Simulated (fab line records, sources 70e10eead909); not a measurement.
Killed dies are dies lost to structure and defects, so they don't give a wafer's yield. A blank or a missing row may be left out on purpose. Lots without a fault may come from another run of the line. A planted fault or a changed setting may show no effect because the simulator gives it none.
One fault seen from 2 desks | flow nand_harc | each desk has only its own numbers; what lay behind them comes last

THE TOOL OWNER'S DESK: pecvd-02
The tool's own readings at NHARC_P_GATE_DEP_103 (deposits SiON, target thk 30 nm): means of the sampled wafers that have a number, for each lot that ran on this tool. A lot is out of limits, marked OUT, if its mean lies more than 4 standard deviations from the usual mean; the brackets give that distance.
Columns: A = heater_power_w at NHARC_P_GATE_DEP_103, usual 737 W
lot  | first seen here | A
L933 | day 4 23:58     | 679
L936 | day 5 13:46     | 699
L937 | day 5 21:32     | 697
L938 | day 6 09:22     | 723
L940 | day 6 14:01     | 708
L941 | day 6 22:02     | 692
This desk's finding: nothing out of limits on any of the 6 lots.

THE DEFECT DESK
What the inspections along the route counted, lot by lot: means of the sampled wafers that have a number. A lot is out of limits, marked OUT, if its mean lies more than 4 standard deviations from the usual mean; the brackets give that distance.
Columns: A = raw_defect_count at NHARC_P_GATE_INSPECT_28, usual 6.5
lot  | first seen here | A
L933 | day 5 00:43     | 7.3
L934 | day 5 00:52     | 10.3
L936 | day 5 14:29     | 6.7
L935 | day 5 14:41     | 6.3
L937 | day 5 22:18     | 5.7
L938 | day 6 10:07     | 5.3
L940 | day 6 14:50     | 17.0
L941 | day 6 22:41     | 17.3
L944 | day 7 23:14     | 5.7
L949 | day 8 19:10     | 7.7
L953 | day 10 00:51    | 8.7
L954 | day 10 06:04    | 5.0
This desk's finding: nothing out of limits on any of the 12 lots.

PUT TOGETHER
The tool owner's desk saw nothing out of limits.
The defect desk saw nothing out of limits.

WHAT THE SIMULATOR HAD PUT IN
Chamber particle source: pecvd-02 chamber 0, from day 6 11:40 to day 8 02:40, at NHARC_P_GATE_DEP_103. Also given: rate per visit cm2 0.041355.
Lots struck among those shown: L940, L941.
